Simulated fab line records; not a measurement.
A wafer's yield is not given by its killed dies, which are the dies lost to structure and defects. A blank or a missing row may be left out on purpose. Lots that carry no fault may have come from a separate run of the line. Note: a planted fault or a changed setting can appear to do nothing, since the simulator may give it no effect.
A lot that was struck, set against a sound lot | flow n5 finfet | 14 out of 1938 route steps
Sound: these wafers, L588.1, L588.5, L588.6. Wafers struck: L583.2, L583.5, L583.6. At the end, the cause is stated.
Each step with rows lists, per side, the tool, then ch with its chambers, then its first start. Under that, the readings that differ: sound wafers | struck wafers | difference of the means | sigmas: that difference in standard deviations of wafers without a fault.
alike: a reading whose means differ by less than 2 such deviations, as well as words and numbers matching on both sides. not compared: withheld readings; readings where some wafer has no value; bounds like >300 that might hide an equal value; numbers whose values overlap and for which the record gives no deviation.
A row with sigmas, a row that says differs or no value, or rows on one side alone: a step with any of these is where the two part. Non-overlapping numbers with no deviation appear without sigmas and do not part them. A reading that every wafer of one side lacks parts them only if that side has two wafers or more.

first, 2 steps without rows for these wafers: N5_BEOL_M2_STRIP_65 (strips in N2/H2); N5_BEOL_M2_STRIP_75 (strips in N2/H2).
N5_BEOL_M2_STRIP_66: strips in CF4.
  sound on rie diel-03 ch 1,2,3, day 10 01:44; struck on rie diel-03 ch 0,1,2, day 9 04:30
  alike: drypump motor current A, oes product au, rf fwd power W, rf vpp V, showerhead plenum p Torr, throttle valve pct
  not compared: rf hours counter h
N5_BEOL_M2_HM_OPEN_17: chemistry Cl2/BCl3, target TiN, target depth 20 nm, overetch 6 nm.
  sound on rie metal-03 ch 0,1, day 10 01:46; struck on rie metal-01 ch 0,1, day 9 04:32
  alike: drypump motor current A, oes product au, rf fwd power W, throttle valve pct
  not compared: rf hours counter h
N5_BEOL_M2_STRIP_19: strips in O2.
  sound on rie diel-01 ch 1,2,3, day 10 01:55; struck on rie diel-01 ch 0,3, day 9 04:41
  alike: drypump motor current A, oes product au, rf vpp V, showerhead plenum p Torr, throttle valve pct
  not compared: rf hours counter h
N5_BEOL_M2_CD_MEAS_18: pitch 36 nm, target cd 18 nm.
  struck on cd sem-01, day 9 04:45; sound on cd sem-01, day 10 01:59
  alike: cd nm
then, 6 steps without rows for these wafers: N5_BEOL_M2_COAT_67 (time 60 s, resist thk 60 nm); N5_BEOL_M2_COAT_68 (time 60 s, resist thk 12 nm); N5_BEOL_M2_COAT_76 (time 60 s, resist thk 5 nm); N5_BEOL_M2_COAT_22 (resist thk 30 nm); N5_BEOL_M2_EBR_24; N5_BEOL_M2_SOFTBAKE_23 (time 60 s).
N5_BEOL_M2_EXPOSE_25: exposes mask V1, defocus 5 nm.
  sound on euv scanner-01 ch 0, day 10 02:10; struck on euv scanner-01, day 9 04:56
  no value came back on the struck wafers for dipole opening deg (degrees), exposure dose mJ cm2; on the sound wafers dipole opening deg (degrees) reads 30 30 30
  alike: mask
then, 1 step without rows for these wafers: N5_BEOL_M2_PEB_26 (peb time 60 s).

WHERE THEY PART
Only at N5_BEOL_M2_EXPOSE_25, within this record.

WHY: the cause the simulator had injected
Whole step skipped at N5_BEOL_M2_EXPOSE_25 on euv scanner-01, starting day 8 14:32. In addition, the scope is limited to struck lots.
